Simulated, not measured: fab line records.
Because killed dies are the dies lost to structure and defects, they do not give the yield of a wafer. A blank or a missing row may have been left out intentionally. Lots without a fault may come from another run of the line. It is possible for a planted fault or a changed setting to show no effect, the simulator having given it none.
fab line records	flow n5_finfet
record lots=7	wafers=21
route steps=1938 shown BEOL_M5@1157 BEOL_M7@1270 BEOL_M9@1439 BEOL_M10@1488
start_h: hours from the record's opening day to when the first of the lot's shown wafers began	wait_h: hours from the lot's prior step to this one	" repeats the value in the row above	L1.1+2: several wafers, shown together as one row	- no value, or no start given	* or withheld: withheld	< > ~ a bound
route shown NAME@n: a module of which the file shows steps, and the number in the route of the first	usual: mean and standard deviation over wafers with no fault	same: alike in all rows	chamber/n: place in a boat	sites: the reading at each site	_std_site: how widely they spread, as a standard deviation	_edge_site: inner sites' mean taken away from outer sites' mean	radius_mm: for every site, how far away it sits from the centre of the wafer	mask NAME#n: copy n	behind: the tool/chamber that last shaped the wafer	hold: why the lot was held/for how many hours/how that ended	device: transistor that didn't switch, given as n, p or np	end of line: tests of these same wafers at the route's end	a step without rows: its recipe alone	killed: count of dies lost to structure and defects at first sort (not the wafer's yield)	map: a wafer's dies, marking killed ones x, the rest . and places with no die _
set.NAME: the setting that was run; set.NAME@STEP: the one run at that earlier step	model.NAME: the simulator's own value behind a step, which no gauge read
one table per step and one row per wafer, for lots whose settings were changed on purpose
## steps
# step N5_BEOL_M5_VIA_ETCH_34
# recipe chemistry=C4F6/O2	target=SiCOH_lowk	target_depth_a=883	mask_material=SOC	taper_deg=4	time_s=39.2	ion_energy_ev=250	pressure_mtorr=30	source_w=345	bias_w=185	Ar_flow_sccm=300	C4F6_flow_sccm=10	O2_flow_sccm=10
# usual rf_vpp_V=666/4.3
lot.wafer	tool	chamber	start_h	wait_h	set.bias_w	set.dose_mj@BEOL_M5_EXPOSE_25	rf_vpp_V	model.BEOL_M5.cd_nm
L075.1	rie_diel-04	2	177.77	0.0	196.2	52.75	697	27.8
L075.4	"	0	"	"	185	52.75	669	28.4
L075.6	"	2	"	"	196.2	52.75	695	27.8
L079.1	rie_diel-05	1	201.13	0.0	169.8	52.75	618	28.2
L079.2	"	0	"	"	169.8	52.75	620	28.2
L079.5	"	1	"	"	185	52.75	663	28
L084.3	rie_diel-04	1	242.05	0.0	185	55.26	667	29.2
L084.4	"	2	"	"	185	55.26	663	29.4
L084.6	"	3	"	"	205.6	52.75	716	28
L085.2	rie_diel-05	0	266.02	0.0	169.8	52.75	618	28
L085.5	"	1	"	"	185	52.75	661	28.2
L085.6	"	2	"	"	185	52.75	671	28
L086.2	rie_diel-04	2	266.55	0.0	185	54.39	663	29.4
L086.3	"	0	"	"	185	54.39	669	29
L086.5	"	1	"	"	185	52.75	666	28.6
L088.2	rie_diel-05	2	272.60	0.0	196.7	52.75	705	28.2
L088.3	"	3	"	"	196.7	50.72	704	27
L088.4	"	0	"	"	185	52.75	663	27.8
L090.2	rie_diel-04	2	273.02	0.0	185	52.75	664	27.8
L090.4	"	2	"	"	185	52.75	665	27.2
L090.6	"	1	"	"	185	52.75	667	27.6
# step N5_BEOL_M5_TRENCH_ETCH_37
# recipe chemistry=C4F6/O2	target_depth_a=716.52	target=SiCOH_lowk	time_s=24.7	ion_energy_ev=250	pressure_mtorr=30	source_w=345	bias_w=185	Ar_flow_sccm=300	C4F6_flow_sccm=10	O2_flow_sccm=10
# usual rf_vpp_V=666/4.1
lot.wafer	tool	chamber	start_h	wait_h	set.bias_w	rf_vpp_V
L075.1	rie_diel-04	2	-	-	185	665
L075.4	"	0	"	"	185	669
L075.6	"	2	"	"	185	665
L079.1	rie_diel-05	1	-	-	159.2	586
L079.2	"	0	"	"	185	663
L079.5	"	1	"	"	159.2	586
L084.3	rie_diel-04	1	-	-	185	665
L084.4	"	2	"	"	196.9	697
L084.6	"	3	"	"	196.9	693
L085.2	rie_diel-05	0	-	-	185	663
L085.5	"	1	"	"	201.2	708
L085.6	"	2	"	"	201.2	717
L086.2	rie_diel-04	2	-	-	185	665
L086.3	"	0	"	"	199.6	709
L086.5	"	1	"	"	185	667
L088.2	rie_diel-05	2	-	-	185	672
L088.3	"	3	"	"	185	671
L088.4	"	0	"	"	185	663
L090.2	rie_diel-04	2	-	-	185	665
L090.4	"	2	"	"	185	664
L090.6	"	1	"	"	185	665
# step N5_BEOL_M5_ETCH_41
# recipe chemistry=CH3F/O2	target=SiCN	target_depth_a=315	taper_deg=2	time_s=56.7	ion_energy_ev=120	mask_material=TiN	pressure_mtorr=30	source_w=395	bias_w=75	Ar_flow_sccm=150	CH3F_flow_sccm=30	O2_flow_sccm=20
# step N5_BEOL_M5_STRIP_91
# recipe chemistry=N2/H2	time_s=10	power_w=450	temp_c=40	pressure_mtorr=20	rf_frequency_hz=6e+07	bias_power_w=7	n2_flow_sccm=200	h2_flow_sccm=200
# step N5_BEOL_M5_ECD_50
# recipe material=Cu	target_thk_a=3000
# step N5_BEOL_M5_ANNEAL_51
# recipe temp_c=225	time_s=90	ambient=N2
# step N5_BEOL_M5_CMP_52
# recipe stop_on=SiCOH_lowk	t_overpolish_s=6.9	down_force_psi=1	platen_rpm=50	clearing_platen_down_force_psi=1.5	clearing_platen_rpm=50	post_cmp_clean=cu_alkaline	target_thk_nm=62	clearing_platen_pad_velocity_m_s=0.99484	pad_velocity_m_s=0.99484
lot.wafer	tool	chamber	start_h	wait_h	set.bias_w@BEOL_M5_TRENCH_ETCH_37	model.Cu_of_BEOL_M5_ECD_50.thk_nm
L075.4	cmp-03	2	184.01	0.2	185	64.4
L075.1	"	3	"	"	185	61.4
L075.6	"	0	"	"	185	61.8
L079.1	cmp-03	1	207.58	0.3	159.2	57.4
L079.2	"	2	"	"	185	63.6
L079.5	"	1	"	"	159.2	58.4
L084.3	cmp-03	1	252.40	2.3	185	58.4
L084.4+6	"	2,0	"	"	196.9	60.6
L085.2	cmp-04	1	272.80	0.2	185	59.6
L085.5	"	0	"	"	201.2	63.8
L085.6	"	1	"	"	201.2	61.8
L086.3	cmp-01	2	274.73	0.2	199.6	64.4
L086.2	"	3	"	"	185	60.8
L086.5	"	1	"	"	185	60.6
L088.3	cmp-04	2	279.16	0.2	185	63.8
L088.2	"	3	"	"	185	60.8
L088.4	"	1	"	"	185	61
L090.4	cmp-01	2	281.75	0.6	185	62.2
L090.2	"	1	"	"	185	61.2
L090.6	"	3	"	"	185	62.8
# step N5_BEOL_M5_PRE_CLEAN_77
# recipe gas=NH3/H2	time_s=15	temp_c=*	rf_power_w=300
# step N5_BEOL_M5_PRE_CLEAN_55
# recipe gas=NH3	time_s=15	temp_c=withheld	rf_power_w=300
# step N5_BEOL_M5_DEP_56
# recipe material=SiCN	target_thk_a=80	temp_c=withheld	precursor=3MS/NH3	pressure_torr=3	rf_w=202	time_s=14
# step N5_BEOL_M5_RS_MEAS_57
# recipe thk_meas_gauge=four-point-probe	reads=Co_of_BEOL_M5_CO_CAP_78+Cu_of_BEOL_M5_ECD_50+Co_of_BEOL_M5_CVD_47+TaN_of_BEOL_M5_ALD_86
# usual M5_RS=0.390/0.011
lot.wafer	tool	chamber	start_h	wait_h	set.bias_w@BEOL_M5_TRENCH_ETCH_37	M5_RS[ohm/sq]
L075.1	film_metro-02	-	184.57	0.1	185	0.389
L075.4	"	-	"	"	185	0.368
L075.6	"	-	"	"	185	0.387
L079.1	film_metro-01	-	208.12	0.0	159.2	0.424
L079.2	"	-	"	"	185	0.375
L079.5	"	-	"	"	159.2	0.414
L084.3	film_metro-01	-	252.92	0.1	185	0.414
L084.4	"	-	"	"	196.9	0.397
L084.6	"	-	"	"	196.9	0.398
L085.2	film_metro-02	-	273.32	0.1	185	0.405
L085.5	"	-	"	"	201.2	0.374
L085.6	"	-	"	"	201.2	0.387
L086.2	film_metro-02	-	275.28	0.1	185	0.394
L086.3	"	-	"	"	199.6	0.368
L086.5	"	-	"	"	185	0.395
L088.2	film_metro-01	-	279.72	0.1	185	0.395
L088.3	"	-	"	"	185	0.373
L088.4	"	-	"	"	185	0.393
L090.2	film_metro-02	-	282.30	0.1	185	0.392
L090.4	"	-	"	"	185	0.384
L090.6	"	-	"	"	185	0.380
# step N5_BEOL_M7_COAT_05
# recipe resist=CAR-ArF	spin_rpm=1500	resist_thk_nm=90
lot.wafer	tool	chamber	start_h	wait_h	set.spin_rpm	model.CAR-ArF_of_BEOL_M7_COAT_05.thk_nm
L075.1+4	litho_track-02	0	-	-	1500	90
L075.6	"	0	"	"	1500	89.8
L079.1	litho_track-03	0	-	-	1500	90.4
L079.2	"	0	"	"	1614	87.2
L079.5	"	0	"	"	1500	90.2
L084.3	litho_track-03	0	-	-	1346	94.8
L084.4	"	0	"	"	1346	95
L084.6	"	0	"	"	1346	94.6
L085.2+5	litho_track-03	0	-	-	1500	89.8
L085.6	"	0	"	"	1500	89.6
L086.2+3	litho_track-02	0	-	-	1500	90.2
L086.5	"	0	"	"	1500	90
L088.2+3	litho_track-02	0	-	-	1338	95.4
L088.4	"	0	"	"	1500	90
L090.2	litho_track-02	0	-	-	1500	90.2
L090.4	"	0	"	"	1500	89.8
L090.6	"	0	"	"	1500	89.6
# step N5_BEOL_M7_EXPOSE_25
# recipe mask_id=V6	na=0.33	source_shape=annular	sigma_inner=0.4	sigma_outer=0.8	polarization=unpolarized	target_cd_nm=40	dose_mj=42.5
lot.wafer	tool	chamber	start_h	wait_h	mask	set.dose_mj
L075.1+4	euv_scanner-02	0	199.02	-	V6#0	40.36
L075.6	"	0	"	"	V6#0	42.5
L079.1	euv_scanner-01	0	220.79	-	V6#0	42.5
L079.2+5	"	0	"	"	V6#0	39.38
L084.3+6	euv_scanner-01	0	265.57	-	V6#0	42.5
L084.4	"	0	"	"	V6#0	43.99
L085.2+6	euv_scanner-02	0	287.97	-	V6#0	43.95
L085.5	"	0	"	"	V6#0	42.5
L086.2+5	euv_scanner-02	0	288.83	-	V6#0	45.62
L086.3	"	0	"	"	V6#0	42.5
L088.2	euv_scanner-01	0	289.54	-	V6#0	44.95
L088.3+4	"	0	"	"	V6#0	42.5
L090.2+4+6	euv_scanner-01	0	298.83	-	V6#0	42.5
# step N5_BEOL_M7_PEB_26
# recipe peb_temp_c=100	peb_time_s=60	resist=CAR-EUV
# step N5_BEOL_M7_DEVELOP_27
# recipe develop_time_s=30	developer=TMAH	resist=CAR-EUV	rinse_liquid=surfactant_rinse	dry=air_spin	dev_temp_c=23
# step N5_BEOL_M7_CD_MEAS_28
# recipe target_cd_nm=40	landing_energy_ev=500	detector=se_inlens
# usual cd_nm=40.00/0.23
lot.wafer	tool	chamber	start_h	wait_h	set.dose_mj@BEOL_M7_EXPOSE_25	cd_nm
L075.1	cd_sem-02	0	199.16	-	40.36	38.94
L075.4	"	0	"	"	40.36	38.89
L075.6	"	0	"	"	42.5	40.13
L079.1	cd_sem-03	0	220.92	-	42.5	40.11
L079.2	"	0	"	"	39.38	37.97
L079.5	"	0	"	"	39.38	38.39
L084.3	cd_sem-01	0	265.69	-	42.5	40.18
L084.4	"	0	"	"	43.99	41.11
L084.6	"	0	"	"	42.5	40.07
L085.2	cd_sem-02	0	288.10	-	43.95	41.14
L085.5	"	0	"	"	42.5	40.21
L085.6	"	0	"	"	43.95	41.06
L086.2	cd_sem-01	0	288.96	-	45.62	41.76
L086.3	"	0	"	"	42.5	40.29
L086.5	"	0	"	"	45.62	41.46
L088.2	cd_sem-03	0	289.66	-	44.95	40.88
L088.3	"	0	"	"	42.5	39.79
L088.4	"	0	"	"	42.5	39.69
L090.2	cd_sem-03	0	298.95	-	42.5	39.60
L090.4	"	0	"	"	42.5	39.85
L090.6	"	0	"	"	42.5	39.80
# step N5_BEOL_M7_DESCUM_33
# recipe chemistry=O2	time_s=7	source_power_w=50	bias_power_w=20	pressure_mtorr=20	rf_frequency_hz=2.712e+07	temp_c=40	resist=CAR-EUV	o2_flow_sccm=225
lot.wafer	tool	chamber	start_h	wait_h	set.dose_mj@BEOL_M7_EXPOSE_25	model.BEOL_M7.cd_nm
L075.1+4	rie_diel-04	2,0	199.63	0.4	40.36	38.8
L075.6	"	0	"	"	42.5	40
L079.1	rie_diel-05	2	221.04	0.0	42.5	40
L079.2+5	"	1,3	"	"	39.38	38.2
L084.3+6	rie_diel-03	3,1	265.81	0.0	42.5	40
L084.4	"	1	"	"	43.99	40.8
L085.2+6	rie_diel-04	2	288.22	0.0	43.95	40.8
L085.5	"	3	"	"	42.5	40.2
L086.2+5	rie_diel-04	1	289.25	0.2	45.62	41.8
L086.3	"	2	"	"	42.5	40.2
L088.2	rie_diel-03	3	289.96	0.2	44.95	41
L088.3+4	"	0,2	"	"	42.5	40
L090.2+4+6	rie_diel-05	1,3,1	299.29	0.2	42.5	39.8
# step N5_BEOL_M7_ETCH_72
# recipe chemistry=N2/H2	target=underlayer	target_depth_a=65	mask_material=CAR-EUV	time_s=5.2	ion_energy_ev=200	pressure_mtorr=30	source_w=840	bias_w=150	n2_flow_sccm=200	h2_flow_sccm=200	ends=cleared
lot.wafer	tool	chamber	start_h	wait_h	set.dose_mj@BEOL_M7_EXPOSE_25	model.BEOL_M7.cd_nm
L075.1	rie_diel-04	2	199.66	0.0	40.36	38.6
L075.4	"	0	"	"	40.36	38.8
L075.6	"	0	"	"	42.5	39.8
L079.1	rie_diel-05	2	221.08	0.0	42.5	40
L079.2+5	"	1,3	"	"	39.38	38.2
L084.3+6	rie_diel-03	3,1	265.84	0.0	42.5	40
L084.4	"	1	"	"	43.99	40.8
L085.2	rie_diel-04	2	288.25	0.0	43.95	40.8
L085.5	"	3	"	"	42.5	40.2
L085.6	"	2	"	"	43.95	41
L086.2	rie_diel-04	1	289.29	0.0	45.62	41.6
L086.3	"	2	"	"	42.5	40.2
L086.5	"	1	"	"	45.62	41.8
L088.2	rie_diel-03	3	290.00	0.0	44.95	41
L088.3+4	"	0,2	"	"	42.5	40
L090.2+4+6	rie_diel-05	1,3,1	299.33	0.0	42.5	39.8
# step N5_BEOL_M7_VIA_ETCH_34
# recipe chemistry=C4F6/O2	target=SiCOH_lowk	target_depth_a=1255	mask_material=SOC	taper_deg=4	time_s=50.5	ion_energy_ev=250	pressure_mtorr=30	source_w=345	bias_w=185	Ar_flow_sccm=300	C4F6_flow_sccm=10	O2_flow_sccm=10
# usual rf_vpp_V=666/4.5
lot.wafer	tool	chamber	start_h	wait_h	set.source_w	set.dose_mj@BEOL_M7_EXPOSE_25	rf_vpp_V	model.etch.depth_nm	model.BEOL_M7.cd_nm
L075.1	rie_diel-04	2	199.81	0.0	345	40.36	664	125.3	38.6
L075.4	"	0	"	"	298.3	40.36	721	119.5	38.8
L075.6	"	0	"	"	298.3	42.5	721	118.7	39.8
L079.1	rie_diel-05	2	221.22	0.0	306.9	42.5	713	117.3	39.6
L079.2	"	1	"	"	345	39.38	661	124.5	38.2
L079.5	"	3	"	"	306.9	39.38	714	122.5	38.2
L084.3	rie_diel-03	3	265.99	0.0	345	42.5	675	126	40
L084.4	"	1	"	"	345	43.99	663	128.4	40.8
L084.6	"	1	"	"	345	42.5	665	128.6	40.2
L085.2	rie_diel-04	2	288.40	0.0	308.1	43.95	705	119.1	40.8
L085.5	"	3	"	"	308.1	42.5	700	117.2	40.2
L085.6	"	2	"	"	345	43.95	665	124.9	41
L086.2	rie_diel-04	1	289.43	0.0	301.8	45.62	712	119.7	41.6
L086.3	"	2	"	"	301.8	42.5	712	119.6	40.2
L086.5	"	1	"	"	345	45.62	667	125.8	41.8
L088.2	rie_diel-03	3	290.15	0.0	311.5	44.95	711	120.6	41
L088.3	"	0	"	"	311.5	42.5	700	119	40
L088.4	"	2	"	"	345	42.5	661	125.4	40
L090.2	rie_diel-05	1	299.47	0.0	345	42.5	662	122.1	39.6
L090.4	"	3	"	"	345	42.5	669	126.5	40
L090.6	"	1	"	"	345	42.5	662	122.8	39.6
# step N5_BEOL_M9_ETCH_65
# recipe chemistry=CF4	target=SiARC	target_depth_a=156	mask_material=CAR-EUV	time_s=26	ion_energy_ev=80	pressure_mtorr=40	source_w=545	bias_w=36	Ar_flow_sccm=100	cf4_flow_sccm=100	ends=cleared
# usual etch_rf_on_time_s=26.0/0.41	rf_vpp_V=184.2/0.93
lot.wafer	tool	chamber	start_h	wait_h	set.bias_w	etch_rf_on_time_s	rf_vpp_V
L075.1	rie_diel-03	2	215.23	0.0	29.69	26.7	162.4
L075.4	"	1	"	"	36	25.1	182.9
L075.6	"	3	"	"	29.69	27.3	162.0
L079.1	rie_diel-04	3	240.98	0.0	36	26.5	182.7
L079.2	"	0	"	"	36	25.5	184.2
L079.5	"	2	"	"	40.97	25.1	198.5
L084.3	rie_diel-05	0	286.80	0.0	29.98	27.6	163.7
L084.4	"	3	"	"	29.98	27.0	164.1
L084.6	"	1	"	"	36	26.0	184.7
L085.2	rie_diel-05	1	307.35	0.0	36	26.2	184.4
L085.5	"	2	"	"	32.65	27.2	172.8
L085.6	"	1	"	"	32.65	26.9	173.9
L086.2	rie_diel-04	1	308.74	0.0	36	26.4	183.6
L086.3	"	3	"	"	31.11	27.9	167.7
L086.5	"	2	"	"	36	26.4	184.9
L088.2	rie_diel-05	3	311.18	0.0	36	25.8	186.4
L088.3	"	2	"	"	33.86	27.1	177.6
L088.4	"	1	"	"	36	26.7	186.2
L090.2	rie_diel-05	1	314.82	0.0	36	26.3	185.5
L090.4	"	3	"	"	36	25.4	185.3
L090.6	"	3	"	"	36	25.5	184.5
# step N5_BEOL_M9_TRENCH_ETCH_37
# recipe chemistry=C4F6/O2	target_depth_a=1514.3	target=SiCOH_lowk	time_s=49	ion_energy_ev=250	pressure_mtorr=30	source_w=345	bias_w=185	Ar_flow_sccm=300	C4F6_flow_sccm=10	O2_flow_sccm=10
# usual rf_vpp_V=666/4.3
lot.wafer	tool	chamber	start_h	wait_h	set.bias_w	rf_vpp_V
L075.1	rie_diel-03	2	-	-	210.6	732
L075.4	"	1	"	"	185	664
L075.6	"	3	"	"	210.6	747
L079.1	rie_diel-04	3	-	-	194.5	685
L079.2	"	0	"	"	194.5	695
L079.5	"	2	"	"	194.5	691
L084.3	rie_diel-05	0	-	-	212.6	741
L084.4	"	3	"	"	212.6	746
L084.6	"	1	"	"	185	661
L085.2	rie_diel-05	1	-	-	185	661
L085.5	"	2	"	"	185	672
L085.6	"	1	"	"	185	661
L086.2	rie_diel-04	1	-	-	185	667
L086.3	"	3	"	"	185	660
L086.5	"	2	"	"	185	664
L088.2	rie_diel-05	3	-	-	165.7	615
L088.3	"	2	"	"	165.7	616
L088.4	"	1	"	"	165.7	605
L090.2	rie_diel-05	1	-	-	185	661
L090.4	"	3	"	"	185	669
L090.6	"	3	"	"	185	670
# step N5_BEOL_M10_ETCH_62
# recipe chemistry=N2/H2	target=SOC	target_depth_a=1100	overetch_a=220	mask_material=SiARC	temp_c=40	time_s=165	ion_energy_ev=200	pressure_mtorr=30	source_w=840	bias_w=150	n2_flow_sccm=200	h2_flow_sccm=200
lot.wafer	tool	chamber	start_h	wait_h	set.time_s	model.SiARC_of_BEOL_M10_COAT_60.thk_nm
L075.1	rie_diel-06	0	222.22	0.0	129.5	24.8
L075.4	"	3	"	"	129.5	25
L075.6	"	0	"	"	165	23.4
L079.1	rie_diel-01	0	245.52	0.0	165	23.4
L079.2+5	"	2	"	"	165	23.6
L084.3+4+6	rie_diel-02	2,0,3	294.08	0.0	165	23.6
L085.2	rie_diel-01	1	313.05	0.0	165	23.4
L085.5	"	0	"	"	201.3	21.8
L085.6	"	3	"	"	201.3	22
L086.2	rie_diel-01	1	313.59	0.0	184.3	22.6
L086.3+5	"	2	"	"	165	23.4
L088.2	rie_diel-01	3	316.34	0.0	165	23.4
L088.3	"	2	"	"	176.4	22.8
L088.4	"	0	"	"	165	23.2
L090.2+4	rie_diel-01	1,2	318.84	0.0	165	23.4
L090.6	"	0	"	"	165	23.2
# step N5_BEOL_M10_STRIP_68
# recipe chemistry=N2/H2	temp_c=40	n2_flow_sccm=200	h2_flow_sccm=200	rf_frequency_hz=6e+07
# step N5_BEOL_M10_STRIP_67
# recipe chemistry=CF4	resist=SiARC	power_w=300	bias_power_w=75	pressure_mtorr=50	cf4_flow_sccm=150	rf_frequency_hz=6e+07
# step N5_BEOL_M10_HM_OPEN_17
# recipe chemistry=Cl2/BCl3	target_depth_a=200	overetch_a=60	target=TiN	mask_material=SOC	ion_energy_ev=150	pressure_mtorr=10	icp_w=1000	bias_w=126	Cl2_flow_sccm=53.25	bcl3_flow_sccm=21.75	Ar_flow_sccm=25
lot.wafer	tool	chamber	start_h	wait_h	set.time_s@BEOL_M10_ETCH_62	model.etch.depth_nm
L075.1+4	rie_metal-01	0	222.41	0.0	129.5	19.85
L075.6	"	0	"	"	165	19.9
L079.1	rie_metal-01	1	245.71	0.0	165	20.06
L079.2	"	0	"	"	165	19.92
L079.5	"	1	"	"	165	19.66
L084.3	rie_metal-02	0	294.30	0.1	165	20.13
L084.4	"	1	"	"	165	20.04
L084.6	"	0	"	"	165	19.9
L085.2	rie_metal-01	1	313.24	0.0	165	20.21
L085.5	"	1	"	"	201.3	16.55
L085.6	"	0	"	"	201.3	16.45
L086.2	rie_metal-01	1	313.77	0.0	184.3	18.08
L086.3	"	1	"	"	165	20.13
L086.5	"	0	"	"	165	20.14
L088.2	rie_metal-02	0	316.53	0.0	165	20.27
L088.3	"	0	"	"	176.4	19.21
L088.4	"	1	"	"	165	20.11
L090.2	rie_metal-01	1	319.02	0.0	165	19.96
L090.4	"	1	"	"	165	20.07
L090.6	"	0	"	"	165	19.74
## key
split step=N5_BEOL_M5_VIA_ETCH_34	setting=bias_w	stated=185	by=wafer
response step=N5_BEOL_M5_VIA_ETCH_34	reading=rf_vpp_V	change=+5.18	per=1%	r=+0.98
split step=N5_BEOL_M5_TRENCH_ETCH_37	setting=bias_w	stated=185	by=wafer
response step=N5_BEOL_M5_TRENCH_ETCH_37	reading=rf_vpp_V	change=+5.45	per=1%	r=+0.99
response step=N5_BEOL_M5_CMP_52	reading=model.Cu_of_BEOL_M5_ECD_50.thk_nm	change=+0.402	per=1%	r=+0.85
response step=N5_BEOL_M5_RS_MEAS_57	reading=M5_RS	change=-0.00305	per=1%	r=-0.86
split step=N5_BEOL_M7_COAT_05	setting=spin_rpm	stated=1500	by=wafer
response step=N5_BEOL_M7_COAT_05	reading=model.CAR-ArF_of_BEOL_M7_COAT_05.thk_nm	change=-0.469	per=1%	r=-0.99
split step=N5_BEOL_M7_EXPOSE_25	setting=dose_mj	stated=42.5	by=wafer
response step=N5_BEOL_M7_CD_MEAS_28	reading=cd_nm	change=+0.226	per=1%	r=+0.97
response step=N5_BEOL_M7_DESCUM_33	reading=model.BEOL_M7.cd_nm	change=+0.219	per=1%	r=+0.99
response step=N5_BEOL_M7_ETCH_72	reading=model.BEOL_M7.cd_nm	change=+0.214	per=1%	r=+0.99
response step=N5_BEOL_M7_VIA_ETCH_34	reading=model.BEOL_M7.cd_nm	change=+0.197	per=1%	r=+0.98
split step=N5_BEOL_M7_VIA_ETCH_34	setting=source_w	stated=345	by=wafer
response step=N5_BEOL_M7_VIA_ETCH_34	reading=rf_vpp_V	change=-4.07	per=1%	r=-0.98
response step=N5_BEOL_M7_VIA_ETCH_34	reading=model.etch.depth_nm	change=+0.505	per=1%	r=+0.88
split step=N5_BEOL_M9_ETCH_65	setting=bias_w	stated=36	by=wafer
response step=N5_BEOL_M9_ETCH_65	reading=etch_rf_on_time_s	change=*	per=1%	r=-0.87
response step=N5_BEOL_M9_ETCH_65	reading=rf_vpp_V	change=+1.2	per=1%	r=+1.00
split step=N5_BEOL_M9_TRENCH_ETCH_37	setting=bias_w	stated=185	by=wafer
response step=N5_BEOL_M9_TRENCH_ETCH_37	reading=rf_vpp_V	change=+5.49	per=1%	r=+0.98
split step=N5_BEOL_M10_ETCH_62	setting=time_s	stated=165	by=wafer
response step=N5_BEOL_M10_ETCH_62	reading=model.SiARC_of_BEOL_M10_COAT_60.thk_nm	change=-0.069	per=1%	r=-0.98
response step=N5_BEOL_M10_HM_OPEN_17	reading=model.etch.depth_nm	shape=bent	at_lowest=19.85	at_stated=20.01	at_highest=16.5
split outside_this_file step=N5_BEOL_M5_EXPOSE_25 setting=dose_mj
# split outside_this_file: this setting was split too, and the file shows its column; the key of that split is in another file
